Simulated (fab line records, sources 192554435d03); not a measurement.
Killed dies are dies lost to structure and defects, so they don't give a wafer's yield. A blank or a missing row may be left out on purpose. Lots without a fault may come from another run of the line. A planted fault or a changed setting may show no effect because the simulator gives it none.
A struck lot beside a sound one | flow n5_finfet | 15 steps out of a route of 1938
Sound: wafers L863.3, L863.5, L863.6. Struck: wafer L858.5. (L858.4, L858.6 of the same lot were not struck and are left out.) The cause comes at the end.
At each step with rows: each side's tool, then ch and its chambers, then its first start. Under that, the readings that differ: sound wafers | struck wafers | difference of the means | sigmas: that difference in standard deviations of wafers without a fault.
alike: readings whose means differ by less than 2 such deviations, and words and numbers that are the same on both sides. not compared: withheld readings, readings that some wafer has no value for, bounds like >300 that may hide the same value, and numbers for which the record gives no deviation and whose values overlap.
The two part at a step that has a row with sigmas, a row that says differs or no value, or rows on one side only. Numbers that don't overlap but have no deviation are shown without sigmas and don't part them. A reading that every wafer of one side lacks parts them only if that side has two wafers or more.

first, 4 steps without rows for these wafers: N5_BEOL_M9_SOFTBAKE_06 (time 60 s); N5_BEOL_M9_EXPOSE_08 (exposes mask M9); N5_BEOL_M9_PEB_09 (peb time 60 s); N5_BEOL_M9_DEVELOP_10 (develop time 30 s).
N5_BEOL_M9_CD_MEAS_11: target cd 64.1 nm.
  sound on cd_sem-03 ch 0, day 16 11:47; struck on cd_sem-03 ch 0, day 14 22:41
  alike: cd_nm
N5_BEOL_M9_OVL_MEAS_12:
  sound on overlay-01 ch 0, day 16 11:49; struck on overlay-02 ch 0, day 14 22:43
  alike: M9_OVL
N5_BEOL_M9_INSPECT_13: inspects for defects (brightfield).
  sound on defect_inspect-01, day 16 11:50; struck on defect_inspect-01, day 14 22:44
  alike: raw_defect_count
N5_BEOL_M9_DESCUM_16: chemistry O2, time 7.9 s.
  sound on rie_diel-02 ch 1,2,3, day 16 11:52; struck on rie_diel-02 ch 3, day 14 22:46
  alike: drypump_motor_current_A, oes_product_au, rf_vpp_V, showerhead_plenum_p_Torr, throttle_valve_pct
  not compared: rf_hours_counter_h
N5_BEOL_M9_ETCH_61: etches SiARC in CF4, target depth 39 nm, time 65 s.
  sound on rie_diel-02 ch 1,2,3, day 16 11:54; struck on rie_diel-02 ch 3, day 14 22:48
  alike: drypump_motor_current_A, etch_rf_on_time_s, oes_product_au, rf_vpp_V, showerhead_plenum_p_Torr, throttle_valve_pct
  not compared: rf_hours_counter_h
N5_BEOL_M9_ETCH_62: etches SOC in N2/H2, target depth 110 nm, overetch 22 nm, time 165 s.
  sound on rie_diel-02 ch 1,2,3, day 16 11:57; struck on rie_diel-02 ch 3, day 14 22:51
  alike: drypump_motor_current_A, n2_flow_sccm, oes_product_au, rf_vpp_V, showerhead_plenum_p_Torr, throttle_valve_pct
  not compared: rf_hours_counter_h
then, 1 step without rows for these wafers: N5_BEOL_M9_STRIP_68 (strips in N2/H2).
N5_BEOL_M9_STRIP_67: strips in CF4.
  sound on rie_diel-02 ch 1,2,3, day 16 12:06; struck on rie_diel-02 ch 3, day 14 23:00
  alike: drypump_motor_current_A, oes_product_au, rf_vpp_V, showerhead_plenum_p_Torr, throttle_valve_pct
  not compared: rf_hours_counter_h
N5_BEOL_M9_HM_OPEN_17: chemistry Cl2/BCl3, target TiN, target depth 20 nm, overetch 6 nm.
  sound on rie_metal-01 ch 0,1, day 16 12:10; struck on rie_metal-02 ch 1, day 14 23:04
  reading                                  | sound          | struck | difference | sigmas
  oes_product_au (a.u.)                    | 0.55 0.69 0.54 | 0.78   | +0.19      | +2
  model.SOC_of_BEOL_M9_COAT_59.thk_nm (nm) | 92.2 91.8 92   | 92.6   | +0.6       |
  alike: drypump_motor_current_A, throttle_valve_pct
  not compared: rf_hours_counter_h
N5_BEOL_M9_STRIP_19: strips in O2.
  sound on rie_diel-02 ch 1,2,3, day 16 12:16; struck on rie_diel-02 ch 1, day 14 23:16
  alike: drypump_motor_current_A, oes_product_au, rf_vpp_V, showerhead_plenum_p_Torr, throttle_valve_pct
  not compared: rf_hours_counter_h
-- the record jumps here: 3 days lie between the struck wafers' starts before and after (it left off in module BEOL_M9 and takes up again in module PASSIVATION, whose first step shown is number 1936 of the route) --
N5_PASSIVATION_PROBE_49:
  the record has rows for the struck wafers here (prober-02, day 17 13:38) and none for the sound ones

WHERE THEY PART
First at N5_BEOL_M9_HM_OPEN_17; last, within this record, at N5_PASSIVATION_PROBE_49.

WHY: what the simulator had put in
Process parameter drift: rie_metal-02, from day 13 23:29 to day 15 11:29, at N5_BEOL_M9_HM_OPEN_17. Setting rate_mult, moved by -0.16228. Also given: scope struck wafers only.
